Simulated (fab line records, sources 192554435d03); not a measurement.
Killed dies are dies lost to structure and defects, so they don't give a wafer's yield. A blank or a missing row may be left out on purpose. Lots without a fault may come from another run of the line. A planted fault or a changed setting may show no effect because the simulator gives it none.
Split-lot experiment | flow n5_finfet | 7 lots, 21 wafers read, on a route of 1938 steps

THE SPLIT
At N5_BEOL_M3_COAT_73 (time 60 s, resist thk 5 nm), the setting spin_rpm was moved away from the recipe's 1500 rpm on 7 of the 21 wafers read, by -10.2% to +6.3%. The other wafers ran this setting at the recipe's value.

FROM THE SPLIT TO THE READING: what the file shows between them, 3 steps
- N5_BEOL_M3_COAT_05: resist thk 30 nm
- N5_BEOL_M3_EBR_07
- N5_BEOL_M3_DESCUM_16: chemistry O2, time 7 s

THE READING
etch.depth_nm (the simulator's own value, which no gauge read), in nm, at N5_BEOL_M3_ETCH_74 (etches underlayer in N2/H2, target depth 6.5 nm, time 5.2 s). The file gives no usual value for it. The 14 wafers here that ran the recipe average 4.999 nm, standard deviation 0.014 nm.

wafer  | tool, chamber at the split | spin_rpm as run, rpm | against the recipe | etch.depth_nm, nm | against lot-mates on the recipe
L076.1 | litho_track-03, 0          | 1594                 | +6.3%              | 4.829             | -0.136
L076.4 | litho_track-03, 0          | 1594                 | +6.3%              | 4.834             | -0.131
L076.5 | litho_track-03, 0          | 1500                 | recipe             | 4.965             | -
L077.1 | litho_track-01, 0          | 1500                 | recipe             | 5.01              | -
L077.2 | litho_track-01, 0          | 1500                 | recipe             | 5.01              | -
L077.4 | litho_track-01, 0          | 1500                 | recipe             | 5.012             | -
L079.3 | litho_track-04, 0          | 1432                 | -4.5%              | 5.131             | +0.131
L079.4 | litho_track-04, 0          | 1500                 | recipe             | 5                 | -
L079.5 | litho_track-04, 0          | 1432                 | -4.5%              | 5.125             | +0.125
L089.2 | litho_track-04, 0          | 1431                 | -4.6%              | 5.117             | +0.127
L089.3 | litho_track-04, 0          | 1431                 | -4.6%              | 5.119             | +0.129
L089.6 | litho_track-04, 0          | 1500                 | recipe             | 4.99              | -
L090.1 | litho_track-04, 0          | 1500                 | recipe             | 5.016             | -
L090.4 | litho_track-04, 0          | 1500                 | recipe             | 5.014             | -
L090.5 | litho_track-04, 0          | 1500                 | recipe             | 5.008             | -
L091.3 | litho_track-03, 0          | 1500                 | recipe             | 4.982             | -
L091.5 | litho_track-03, 0          | 1500                 | recipe             | 4.993             | -
L091.6 | litho_track-03, 0          | 1500                 | recipe             | 5                 | -
L093.1 | litho_track-04, 0          | 1500                 | recipe             | 4.989             | -
L093.2 | litho_track-04, 0          | 1347                 | -10.2%             | 5.255             | +0.263
L093.3 | litho_track-04, 0          | 1500                 | recipe             | 4.996             | -

THE FIT
A straight line over all 21 wafers: etch.depth_nm changes by -0.0262 nm for each +1% of spin_rpm; r = -0.99; the points scatter about the line by 0.013 nm.
The same after taking each lot's own level away (the mean of its wafers on the recipe; 21 wafers): -0.0248 nm for each +1%; r = -0.99; scatter 0.0091 nm.
On that fit, the largest move of spin_rpm shifts the reading by 0.25 nm.
The lots' own levels span 4.9650 to 5.0127 nm, that is 3.4 times the standard deviation above.
So the lot-to-lot level changes the slope little: the two slopes agree.
Check: with one of the wafers moved furthest among these (-10.2%) left out of the fit, the line predicts +0.256 nm for it against its lot-mates. It came out at +0.263 nm against them.

OTHER SPLITS ON THESE WAFERS
These wafers also went through other splits before the reading. Each is held against what the fit with the lots' levels taken away leaves over:
other split on the same wafers       | wafers away from the commonest value | r with etch.depth_nm (lot level and that fit taken away)
N5_MOL_CONTACT_COAG_COAT_63 spin_rpm | 10                                   | +0.47
N5_BEOL_M0_SAQP_PECVD_96 time_s      | 5                                    | +0.46
N5_BEOL_M0_SAQP_EXPOSE_11 dose_mj    | 10                                   | -0.17
N5_BEOL_M0_SAQP_ETCH_107 bias_w      | 6                                    | +0.13
N5_BEOL_M2_DESCUM_33 time_s          | 7                                    | -0.17
N5_BEOL_M2_TRENCH_ETCH_37 source_w   | 7                                    | +0.13
N5_BEOL_M3_COAT_62 spin_rpm          | 4                                    | +0.07

THE FILE'S OWN FIT
etch.depth_nm changes by -0.0253 nm for each +1% of spin_rpm, r = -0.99.
